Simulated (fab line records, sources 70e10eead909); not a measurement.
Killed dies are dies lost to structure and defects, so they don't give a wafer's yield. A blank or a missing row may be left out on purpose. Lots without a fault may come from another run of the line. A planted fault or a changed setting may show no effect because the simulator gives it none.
A struck lot beside a sound one | flow nand_harc | 17 steps out of a route of 1302
Sound: wafers L683.3, L683.5, L683.6. Struck: wafer L687.5. (L687.3, L687.4 of the same lot were not struck and are left out.) The cause comes at the end.
At each step with rows: each side's tool, then ch and its chambers, then its first start. Under that, the readings that differ: sound wafers | struck wafers | difference of the means | sigmas: that difference in standard deviations of wafers without a fault.
alike: readings whose means differ by less than 2 such deviations, and words and numbers that are the same on both sides. not compared: withheld readings, readings that some wafer has no value for, bounds like >300 that may hide the same value, and numbers for which the record gives no deviation and whose values overlap.
The two part at a step that has a row with sigmas, a row that says differs or no value, or rows on one side only. Numbers that don't overlap but have no deviation are shown without sigmas and don't part them. A reading that every wafer of one side lacks parts them only if that side has two wafers or more.

NHARC_A_M1_INSPECT_11:
  sound on defect_inspect-01, day 23 18:18; struck on defect_inspect-02, day 25 05:59
  alike: raw_defect_count
then, 1 step without rows for these wafers: NHARC_A_M1_DESCUM_14 (chemistry O2, time 3 s).
NHARC_A_M1_ETCH_35: etches the open film in N2/H2, target depth 40 nm, overetch 12 nm, time 43.94 s.
  sound on rie_diel-11 ch 0,1, day 23 18:27; struck on rie_diel-02 ch 1, day 25 06:09
  alike: drypump_motor_current_A, mfc_ar_sccm, oes_product_au, rf_vpp_V, showerhead_plenum_p_Torr, throttle_valve_pct
  not compared: rf_hours_counter_h
then, 1 step without rows for these wafers: NHARC_A_M1_ETCH_15 (etches the open film in C4F8/Ar, target depth 182.5 nm, time 91.2 s).
NHARC_A_M1_CD_MEAS_16:
  sound on cd_sem-03, day 23 18:40; struck on cd_sem-03, day 25 06:22
  alike: cd_nm
NHARC_A_M1_STRIP_18: strips in N2/H2.
  sound on rie_diel-02 ch 0,1,2, day 23 18:47; struck on rie_diel-11 ch 1, day 25 06:28
  alike: drypump_motor_current_A, mfc_ar_sccm, oes_product_au, rf_vpp_V, showerhead_plenum_p_Torr, throttle_valve_pct
  not compared: rf_hours_counter_h
NHARC_A_M1_ETCH_28: etches the open film in CF4/N2, target depth 30 nm, time 72.99 s.
  sound on rie_diel-02 ch 1,2; struck on rie_diel-11 ch 3
  reading                | sound                | struck | difference | sigmas
  throttle_valve_pct (%) | 19.800 19.798 19.798 | 19.778 | -0.021     | -2
  alike: drypump_motor_current_A, mfc_ar_sccm, oes_product_au, rf_vpp_V, showerhead_plenum_p_Torr
  not compared: rf_hours_counter_h
then, 1 step without rows for these wafers: NHARC_A_M1_STRIP_19 (strips in post etch residue remover, time 600 s).
NHARC_A_M1_DEGAS_29: time 60 s.
  sound on pvd_sputter-02, day 23 19:27; struck on pvd_sputter-02, day 25 07:04
  alike: heater_power_w
NHARC_A_M1_PRE_CLEAN_30: time 30 s.
  sound on pvd_sputter-02; struck on pvd_sputter-02
  alike: heater_power_w
then, 2 steps without rows for these wafers: NHARC_A_M1_PVD_20 (deposits TaN, target thk 5 nm, time 8.06 s); NHARC_A_M1_PVD_21 (deposits Cu, target thk 30 nm, time 20.49 s).
NHARC_A_M1_ECD_22: material Cu, target thk 400 nm.
  sound on ecd_cu-01 ch 0,1, day 23 19:54; struck on ecd_cu-01 ch 0,1, day 25 07:32
then, 1 step without rows for these wafers: NHARC_A_M1_ANNEAL_31 (time 90 s).
NHARC_A_M1_CMP_23: polishes, t overpolish 20 s, target thk 154.34 nm.
  sound on cmp-01 ch 1,2, day 23 20:32; struck on cmp-04 ch 0, day 25 08:11
  reading                | sound    | struck | difference | sigmas
  time_to_endpoint_s (s) | 27 25 29 | 60     | +33        | +10
  alike: motor_current_A, slurry_filter_dp_kPa
NHARC_A_M1_THK_MEAS_24: measures by xrf.
  sound on film_metro-01, day 23 20:50; struck on film_metro-01, day 25 08:30
  reading     | sound             | struck | difference | sigmas
  thk_nm (nm) | 152.5 152.2 153.2 | 156.3  | +3.7       | +2
then, 1 step without rows for these wafers: NHARC_END_SORT_01.

WHERE THEY PART
First at NHARC_A_M1_ETCH_28; last, within this record, at NHARC_A_M1_THK_MEAS_24.

WHY: what the simulator had put in
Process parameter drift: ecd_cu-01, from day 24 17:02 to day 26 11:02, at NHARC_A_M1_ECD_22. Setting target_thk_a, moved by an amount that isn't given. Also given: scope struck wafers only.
